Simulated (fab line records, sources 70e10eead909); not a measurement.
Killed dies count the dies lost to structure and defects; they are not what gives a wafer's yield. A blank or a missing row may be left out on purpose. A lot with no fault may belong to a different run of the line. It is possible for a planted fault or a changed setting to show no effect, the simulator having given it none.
What tool caused it?	flow nand harc	14 lots with 42 wafers sampled at 4 steps, on a route of 1302 steps

== WHAT THE GAUGES SHOWED, per wafer ==
Not one reading of a measure or inspect step in the record can be checked against a usual standard deviation.

== WHAT TOOL EACH LOT RAN ON (gives the tool, then ch and the chambers of the sampled wafers, and finally the start) ==
lot	NHARC_A_BLC_CVD_24	NHARC_A_M0_DEGAS_28	NHARC_A_M1_ETCH_35	NHARC_A_M1_PRE_CLEAN_32
L915	cvd w-01 ch 0,1, day 23 01:56 or earlier	pvd sputter-02, day 23 01:56	rie diel-08 ch 0,1, day 23 05:20	pecvd-01 ch 1,2, day 23 07:54
L919	cvd w-02 ch 0,1, day 24 00:10 or earlier	pvd sputter-01, day 24 00:10	rie diel-07 ch 0,1,3, day 24 03:24	pecvd-04 ch 0,2, day 24 05:58
L918	cvd w-02 ch 0,1, day 24 02:10 or earlier	pvd sputter-01, day 24 02:10	rie diel-08 ch 0,2,3, day 24 05:22	pecvd-04 ch 1,2, day 24 07:55
L924	cvd w-01 ch 0,1, day 26 23:17 or earlier	pvd sputter-03, day 26 23:17	rie diel-08 ch 0,1,2, day 27 02:31	pecvd-01 ch 0,1, day 27 05:06
L925	cvd w-02 ch 0,1, day 27 02:44 or earlier	pvd sputter-01, day 27 02:44	rie diel-08 ch 0,2,3, day 27 05:50	pecvd-02 ch 0,1,2, day 27 08:50
L927	cvd w-01 ch 0,1, day 27 04:56 or earlier	pvd sputter-02, day 27 04:56	rie diel-12 ch 0,2,3, day 27 08:10	pecvd-02 ch 0,1,2, day 27 10:47
L929	cvd w-02 ch 0,1, day 28 10:27 or earlier	pvd sputter-01, day 28 10:27	rie diel-12 ch 0,1,2, day 28 13:41	pecvd-04 ch 0,2, day 28 16:19
L928	cvd w-02 ch 0,1, day 28 12:31 or earlier	pvd sputter-02, day 28 12:31	rie diel-07 ch 2,3, day 28 15:38	pecvd-04 ch 0,1,2, day 28 18:16
L930	cvd w-01 ch 0,1, day 28 16:16 or earlier	pvd sputter-03, day 28 16:16	rie diel-07 ch 1,2,3, day 28 19:34	pecvd-02 ch 0,1,2, day 28 22:12
L935	cvd w-01 ch 0,1, day 30 12:27 or earlier	pvd sputter-01, day 30 12:27	rie diel-07 ch 0,2,3, day 30 15:40	pecvd-04 ch 0,1, day 30 18:14
L933	cvd w-01 ch 0,1, day 30 16:20 or earlier	pvd sputter-01, day 30 16:20	rie diel-07 ch 0,2,3, day 30 19:26	pecvd-02 ch 0,1, day 30 22:21
L934	cvd w-01 ch 0,1, day 30 20:06 or earlier	pvd sputter-01, day 30 20:06	rie diel-12 ch 0,2, day 30 23:19	pecvd-04 ch 0,1, day 31 01:53
L937	cvd w-01 ch 0,1, day 31 09:07 or earlier	pvd sputter-01, day 31 09:07	rie diel-08 ch 2,3, day 31 12:19	pecvd-04 ch 0,1,2, day 31 14:53
L936	cvd w-02 ch 0,1, day 31 11:58 or earlier	pvd sputter-01, day 31 11:58	rie diel-08 ch 0,2,3, day 31 15:13	pecvd-04 ch 0,1, day 31 17:51
- NHARC_A_BLC_CVD_24: deposits W, target thk 150 nm, time 434 s.
- NHARC_A_M0_DEGAS_28: time 60 s.
- NHARC_A_M1_ETCH_35: etches the open film in N2/H2, target depth 40 nm, overetch 12 nm, time 43.94 s.
- NHARC_A_M1_PRE_CLEAN_32: time 12 s.

== AS READ BY THE TOOLS THEMSELVES (means over the sampled wafers that have a number; for cases with no such wafer, the mark the record gives instead) ==
NHARC_A_BLC_CVD_24. Usual: chamber pressure Torr 40.01 Torr, standard deviation 0.084; heater power w 459 W, standard deviation 34; throttle valve pct 7.93 %, standard deviation 0.17.
lot	tool	chamber pressure Torr (Torr)	heater power w (W)	throttle valve pct (%)	flag
L915	cvd w-01	39.97	452	8.10	
L919	cvd w-02	40.10	503	8.17	
L918	cvd w-02	39.98	504	8.08	
L924	cvd w-01	40.01	426	7.70	
L925	cvd w-02	39.97	495	8.12	
L927	cvd w-01	40.00	443	7.94	
L929	cvd w-02	40.06	477	7.91	
L928	cvd w-02	39.99	491	7.86	
L930	cvd w-01	40.02	444	7.84	
L935	cvd w-01	40.09	431	7.91	
L933	cvd w-01	39.99	424	7.90	
L934	cvd w-01	40.04	442	7.82	
L937	cvd w-01	40.03	419	7.88	
L936	cvd w-02	40.10	485	7.95	

NHARC_A_M0_DEGAS_28. Usual: heater power w reads 328 W (standard deviation 38).
lot	tool	heater power w (W)	flag
L915	pvd sputter-02	311	
L919	pvd sputter-01	364	
L918	pvd sputter-01	361	
L924	pvd sputter-03	300	
L925	pvd sputter-01	351	
L927	pvd sputter-02	311	
L929	pvd sputter-01	347	
L928	pvd sputter-02	311	
L930	pvd sputter-03	299	
L935	pvd sputter-01	349	
L933	pvd sputter-01	362	
L934	pvd sputter-01	351	
L937	pvd sputter-01	356	
L936	pvd sputter-01	347	

NHARC_A_M1_ETCH_35. Usual: drypump motor current A 5.9 A, standard deviation 0.46; oes product au 0.994 a.u., standard deviation 0.014; rf vpp V 430.8 V, standard deviation 2.5; run length s 65.3 s, standard deviation 0.38; showerhead plenum p Torr 2.04 Torr, standard deviation 0.084; throttle valve pct 14.171 %, standard deviation 0.0097.
lot	tool	drypump motor current A (A)	oes product au (a.u.)	rf vpp V (V)	run length s (s)	showerhead plenum p Torr (Torr)	throttle valve pct (%)	flag
L915	rie diel-08	5.8	0.985	430.8	65.3	2.05	14.180	
L919	rie diel-07	5.5	0.984	433.9	65.5	2.12	14.173	
L918	rie diel-08	6.3	0.982	430.1	65.4	1.99	14.165	
L924	rie diel-08	6.0	0.989	430.7	61.1	2.05	14.174	OFF
L925	rie diel-08	6.3	0.988	428.4	61.1	1.99	14.170	OFF
L927	rie diel-12	6.0	1.016	430.9	65.1	2.06	14.172	
L929	rie diel-12	6.1	1.000	430.3	65.1	2.05	14.177	
L928	rie diel-07	5.8	0.995	429.6	65.2	2.03	14.162	
L930	rie diel-07	5.6	0.988	430.6	65.1	2.04	14.176	
L935	rie diel-07	5.9	0.996	431.9	65.3	2.06	14.178	
L933	rie diel-07	5.9	0.998	430.9	65.4	2.06	14.161	
L934	rie diel-12	5.9	1.013	432.1	65.1	2.07	14.160	
L937	rie diel-08	6.5	0.996	430.3	65.5	2.01	14.175	
L936	rie diel-08	6.3	0.991	429.7	65.4	1.98	14.169	

NHARC_A_M1_PRE_CLEAN_32. Usual: heater power w reads 677 W (standard deviation 68).
lot	tool	heater power w (W)	flag
L915	pecvd-01	670	
L919	pecvd-04	687	
L918	pecvd-04	731	
L924	pecvd-01	637	
L925	pecvd-02	700	
L927	pecvd-02	702	
L929	pecvd-04	618	
L928	pecvd-04	676	
L930	pecvd-02	679	
L935	pecvd-04	709	
L933	pecvd-02	719	
L934	pecvd-04	686	
L937	pecvd-04	713	
L936	pecvd-04	652	

== THE ANSWER, worked out from the rows above alone ==
Rule: a lot counts as off when the mean over its wafers that have a number is more than 3 standard deviations away from the usual mean. Also off: a lot with no number at a reading for which 4 or more lots have one. The other lots that the step has rows for count as sound. The gauges are gone through in route order, then the tools' own readings, and for those a lot's mean is taken as printed above. At the first step where some lot is off, the reading lying furthest off is the one used; lots without a number count as furthest.
Off: L924, L925 (NHARC_A_M1_ETCH_35, run length s).
If a tool, at that step or one of the process steps before it, ran each lot that is off and ran no sound lot following the first of them, it fits. NHARC_A_BLC_CVD_24 gives no start for some lots, so the hours and the order of its lots are those of NHARC_A_M0_DEGAS_28. No candidate that was tried fits.

== WHAT THE SIMULATOR HAD PUT IN ==
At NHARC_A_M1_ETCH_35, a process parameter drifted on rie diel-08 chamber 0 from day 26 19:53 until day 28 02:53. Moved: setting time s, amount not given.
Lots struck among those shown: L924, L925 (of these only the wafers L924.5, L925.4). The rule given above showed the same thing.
